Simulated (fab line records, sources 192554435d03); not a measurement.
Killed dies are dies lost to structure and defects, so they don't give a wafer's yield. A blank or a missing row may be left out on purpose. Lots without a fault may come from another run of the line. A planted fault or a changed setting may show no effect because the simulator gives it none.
Which tool did it? | flow n5_finfet | 11 lots, 32 wafers sampled, at 5 steps of a route of 1938

WHAT THE GAUGES READ, wafer by wafer
N5_BEOL_M0_SAQP_CD_MEAS_14: target cd 42.5 nm. Usual: cd_nm 42.7 nm, standard deviation 0.46.
lot  | measured     | on        | cd_nm (nm)     | flag
L810 | day 6 17:42  | cd_sem-02 | 42.7 42.6 42.4 |
L813 | day 6 17:55  | cd_sem-03 | 42.8 42.9 42.6 |
L822 | day 8 23:51  | cd_sem-01 | 43.0 43.0 43.2 |
L823 | day 9 09:24  | cd_sem-03 | 42.9 42.9 42.5 |
L824 | day 9 14:22  | cd_sem-01 | 43.1 42.3 42.9 |
L825 | day 9 16:55  | cd_sem-02 | 42.8 43.3 43.6 |
L828 | day 10 10:46 | cd_sem-03 | 42.1 43.0 43.6 |
L829 | day 10 16:31 | cd_sem-03 | 43.2 42.9 42.9 |
L830 | day 10 19:13 | cd_sem-03 | 42.9 43.1 42.5 |
L831 | day 10 23:49 | cd_sem-03 | 42.3 41.9      |
L832 | day 11 07:49 | cd_sem-01 | 42.8 42.6 43.0 |

N5_BEOL_M4_RC_MEAS_101. Usual: DIBL_N 36.6 mV/V, standard deviation 2.1; DIBL_P 36.5 mV/V, standard deviation 2.7; IOFF_N 0.17 nA/um, standard deviation 0.043; IOFF_P 0.22 nA/um, standard deviation 0.045; ION_N 674 uA/um, standard deviation 17; ION_P 461 uA/um, standard deviation 9.9; SS_N 71.7 mV/dec, standard deviation 0.79; SS_P 73.4 mV/dec, standard deviation 0.79; VT_N 249 mV, standard deviation 4; VT_P -250 mV, standard deviation 3.3.
lot  | measured     | on        | DIBL_N (mV/V)  | DIBL_P (mV/V)  | IOFF_N (nA/um) | IOFF_P (nA/um) | ION_N (uA/um) | ION_P (uA/um) | SS_N (mV/dec)  | SS_P (mV/dec)  | VT_N (mV)   | VT_P (mV)      | flag
L810 | day 8 23:49  | prober-02 | 37.2 31.8 34.4 | 35.6 30.3 34.2 | 0.18 0.10 0.14 | 0.23 0.16 0.21 | 672 658 681   | 466 458 475   | 71.4 69.4 70.2 | 73.3 72.2 73.3 | 247 253 250 | -248 -252 -249 |
L813 | day 9 02:46  | prober-01 | 39.7 36.1 35.1 | 39.8 32.2 33.3 | 0.19 0.13 0.12 | 0.27 0.15 0.17 | 657 644 645   | 452 439 449   | 71.8 70.9 70.6 | 75.0 72.2 72.6 | 249 254 254 | -248 -255 -255 |
L825 | day 12 10:00 | prober-02 | 37.2 39.3 35.4 | 38.4 40.1 35.7 | 0.15 0.21 0.14 | 0.22 0.26 0.18 | 660 677 668   | 455 462 460   | 72.0 72.3 71.1 | 73.3 73.8 72.7 | 252 245 248 | -249 -247 -250 |
L828 | day 12 18:49 | prober-01 | 37.2 36.0 37.9 | 37.7 36.6 38.2 | 0.18 0.17 0.19 | 0.24 0.23 0.24 | 699 678 664   | 478 465 456   | 72.0 71.1 72.0 | 73.5 73.3 73.2 | 247 246 245 | -246 -247 -249 |
L829 | day 12 20:22 | prober-02 | 35.6 35.8 37.1 | 35.6 36.1 37.1 | 0.15 0.16 0.19 | 0.19 0.19 0.22 | 665 681 673   | 447 456 449   | 71.4 71.3 72.3 | 73.5 73.6 73.9 | 252 250 246 | -254 -254 -253 |
L830 | day 14 02:22 | prober-02 | 36.5 40.9 36.9 | 38.2 43.3 38.2 | 0.16 0.30 0.18 | 0.23 0.37 0.23 | 661 712 682   | 455 483 462   | 71.5 72.4 71.4 | 74.0 75.4 74.2 | 251 240 247 | -251 -245 -251 |
L831 | day 15 04:58 | prober-02 | 34.8 33.9      | 32.7 32.3      | 0.12 0.10      | 0.14 0.14      | 672 645       | 456 446       | 70.9 70.4      | 72.0 72.4      | 254 257     | -254 -256      |
L832 | day 14 08:18 | prober-02 | 38.0 37.7 35.5 | 35.3 35.8 33.8 | 0.19 0.16 0.14 | 0.20 0.20 0.17 | 693 654 680   | 467 445 472   | 72.9 71.8 71.3 | 73.4 73.4 73.6 | 246 251 251 | -252 -252 -252 |

WHICH TOOL RAN EACH LOT (tool, then ch and the chambers of the sampled wafers, then the start)
lot  | N5_BEOL_M0_SAQP_SPACER1_ALD_98    | N5_BEOL_M0_SAQP_RECESS_104         | N5_BEOL_M0_SAQP_RECESS_109
L810 | ald_sin-03 ch 0,2,3, day 6 18:49  | vapor_etch-02 ch 0, day 6 19:46    | vapor_etch-01 ch 0,1, day 6 20:28
L813 | ald_sin-02 ch 1,3, day 6 19:17    | vapor_etch-02 ch 0,1, day 6 20:24  | vapor_etch-01 ch 0,1, day 6 21:01
L822 | ald_sin-02 ch 0,2,3, day 9 03:25  | vapor_etch-02 ch 0,1, day 9 04:20  | vapor_etch-02 ch 0,1, day 9 05:00
L823 | ald_sin-02 ch 0,2,3, day 9 10:22  | vapor_etch-02 ch 0,1, day 9 11:24  | vapor_etch-02 ch 0,1, day 9 12:00
L824 | ald_sin-03 ch 1,2,3, day 9 15:48  | vapor_etch-02 ch 0,1, day 9 17:04  | vapor_etch-02 ch 0,1, day 9 17:35
L825 | ald_sin-03 ch 0,1,3, day 9 17:56  | vapor_etch-02 ch 0, day 9 18:52    | vapor_etch-02 ch 0,1, day 9 19:29
L828 | ald_sin-04 ch 0,1, day 10 11:46   | vapor_etch-02 ch 0,1, day 10 12:43 | vapor_etch-02 ch 0,1, day 10 13:19
L829 | ald_sin-04 ch 0,2, day 10 17:29   | vapor_etch-01 ch 0,1, day 10 18:50 | vapor_etch-02 ch 0,1, day 10 19:27
L830 | ald_sin-04 ch 0,1,2, day 10 22:50 | vapor_etch-02 ch 0,1, day 10 23:50 | vapor_etch-01 ch 0,1, day 11 00:47
L831 | ald_sin-03 ch 0, day 11 00:48     | vapor_etch-02 ch 0,1, day 11 01:52 | vapor_etch-01 ch 1, day 11 02:23
L832 | ald_sin-02 ch 0,2, day 11 08:51   | vapor_etch-02 ch 0,1, day 11 09:47 | vapor_etch-02 ch 0,1, day 11 10:24
- N5_BEOL_M0_SAQP_SPACER1_ALD_98: deposits SiO2, target thk 12.8 nm, pulse time 1 s, purge time 2 s.
- N5_BEOL_M0_SAQP_RECESS_104: chemistry HF/NH3, target SiO2, target depth 18 nm, afs cycles 3, sublimation time 60 s.
- N5_BEOL_M0_SAQP_RECESS_109: chemistry HF/NH3, target SiO2, target depth 3 nm, afs cycles 1, sublimation time 60 s.

WHAT THE TOOLS THEMSELVES READ (means of the sampled wafers that have a number; where no wafer has one, the mark that the record gives instead)
N5_BEOL_M0_SAQP_SPACER1_ALD_98. Usual: heater_power_w 487 W, standard deviation 41; precursor_pulse_height_rel 0.998, standard deviation 0.02.
lot  | tool       | heater_power_w (W) | precursor_pulse_height_rel | flag
L810 | ald_sin-03 | 509                | 1.019                      |
L813 | ald_sin-02 | 518                | 1.008                      |
L822 | ald_sin-02 | 450                | 1.006                      |
L823 | ald_sin-02 | 457                | 0.997                      |
L824 | ald_sin-03 | 473                | 0.991                      |
L825 | ald_sin-03 | 475                | 1.001                      |
L828 | ald_sin-04 | 483                | 0.990                      |
L829 | ald_sin-04 | 493                | 0.993                      |
L830 | ald_sin-04 | 493                | 0.983                      |
L831 | ald_sin-03 | 542                | 1.012                      |
L832 | ald_sin-02 | 425                | 1.009                      |

N5_BEOL_M0_SAQP_RECESS_104. Usual: drypump_motor_current_A 6.27 A, standard deviation 0.26; temp_c 30.00 C, standard deviation 0.11.
lot  | tool          | drypump_motor_current_A (A) | temp_c (C) | flag
L810 | vapor_etch-02 | 6.22                        | 29.98      |
L813 | vapor_etch-02 | 6.30                        | 29.88      |
L822 | vapor_etch-02 | -                           | -          | OFF
L823 | vapor_etch-02 | -                           | -          | OFF
L824 | vapor_etch-02 | -                           | -          | OFF
L825 | vapor_etch-02 | 6.22                        | 30.07      |
L828 | vapor_etch-02 | 6.37                        | 30.01      |
L829 | vapor_etch-01 | 5.90                        | 29.94      |
L830 | vapor_etch-02 | 6.36                        | 30.01      |
L831 | vapor_etch-02 | 6.34                        | 29.86      |
L832 | vapor_etch-02 | 6.33                        | 30.09      |

N5_BEOL_M0_SAQP_RECESS_109. Usual: drypump_motor_current_A 6.2 A, standard deviation 0.33; temp_c 30.00 C, standard deviation 0.11.
lot  | tool          | drypump_motor_current_A (A) | temp_c (C) | flag
L810 | vapor_etch-01 | 6.2                         | 30.07      |
L813 | vapor_etch-01 | 6.2                         | 29.93      |
L822 | vapor_etch-02 | 6.2                         | 30.02      |
L823 | vapor_etch-02 | 6.3                         | 30.09      |
L824 | vapor_etch-02 | 6.3                         | 30.08      |
L825 | vapor_etch-02 | 6.3                         | 29.99      |
L828 | vapor_etch-02 | 6.3                         | 29.94      |
L829 | vapor_etch-02 | 6.3                         | 30.01      |
L830 | vapor_etch-01 | 6.2                         | 30.04      |
L831 | vapor_etch-01 | 5.6                         | 29.81      |
L832 | vapor_etch-02 | 6.3                         | 30.12      |

THE ANSWER, worked out from the rows above alone
Rule: a lot is off if the mean of its wafers that have a number lies more than 3 standard deviations from the usual mean. A lot without any number at a reading at which 4 lots or more have one is off too. The other lots that the step has rows for count as sound. The gauges are gone through in route order, then the tools' own readings, and for those a lot's mean is taken as printed above. The first step at which some lot is off is used, and at that step the reading that is off furthest; a lot without a number counts as furthest.
Off: L822, L823, L824, at N5_BEOL_M0_SAQP_RECESS_104 (drypump_motor_current_A). Without a number there: L822, L823, L824.
A tool fits if, at that step or a process step before it, it ran every lot that is off, and no sound lot after the first of them. None of those tried fits.

WHAT THE SIMULATOR HAD PUT IN
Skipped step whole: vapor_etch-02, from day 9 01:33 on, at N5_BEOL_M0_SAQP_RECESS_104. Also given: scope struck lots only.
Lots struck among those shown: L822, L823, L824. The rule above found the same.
